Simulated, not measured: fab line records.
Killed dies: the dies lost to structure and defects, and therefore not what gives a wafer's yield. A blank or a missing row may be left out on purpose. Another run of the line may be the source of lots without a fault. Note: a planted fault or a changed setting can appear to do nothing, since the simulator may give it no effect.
Matching of chambers + flow nand_harc + 4 sister chambers for NHARC_P_GATE_DESCUM_48 on rie_diel-04
The step chemistry O2, time 3 s. 4 wafers are shown with their chamber, then 8 later ones without.

WAFERS PAIRED WITH THEIR CHAMBERS
| wafer  | chamber | drypump_motor_current_A (A) |
|--------|---------|-----------------------------|
| L092.1 | 1       | 6.2                         |
| L093.2 | 3       | 5.4                         |
| L093.6 | 0       | 5.8                         |
| L095.3 | 2       | 6.2                         |

WAFERS WITH NO CHAMBER GIVEN
| wafer  | drypump_motor_current_A (A) |
|--------|-----------------------------|
| L095.5 | 5.3                         |
| L095.6 | 5.8                         |
| L096.2 | 6.3                         |
| L096.3 | 5.4                         |
| L096.5 | 5.8                         |
| L097.3 | 5.8                         |
| L097.4 | 6.3                         |
| L097.6 | 6.3                         |

THE CHAMBER EACH PASSED THROUGH
| wafer  | from the rows above     | in truth |
|--------|-------------------------|----------|
| L095.5 | 3                       | 3        |
| L095.6 | 0                       | 0        |
| L096.2 | can't be placed: 1 or 2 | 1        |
| L096.3 | 3                       | 3        |
| L096.5 | 0                       | 0        |
| L097.3 | 0                       | 0        |
| L097.4 | can't be placed: 1 or 2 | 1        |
| L097.6 | can't be placed: 1 or 2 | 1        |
Placed correctly: 5 of 8. Cannot be placed on the basis of these rows: 3; the candidates contain the true chamber in 3. Wrongly placed: 0.
How it was worked out, from the rows above alone: a wafer's distance from a chamber is the root of the sum, over the readings, of the square of ((its reading less the chamber's mean) divided by the reading's scatter). If the next closest chamber is less than 2 further off than the closest, the wafer can't be placed; otherwise it belongs to the closest. A chamber's mean is the mean of its shown wafers. The scatter: root of mean squared gap, hidden wafer to nearest shown wafer, with one shown wafer a chamber.
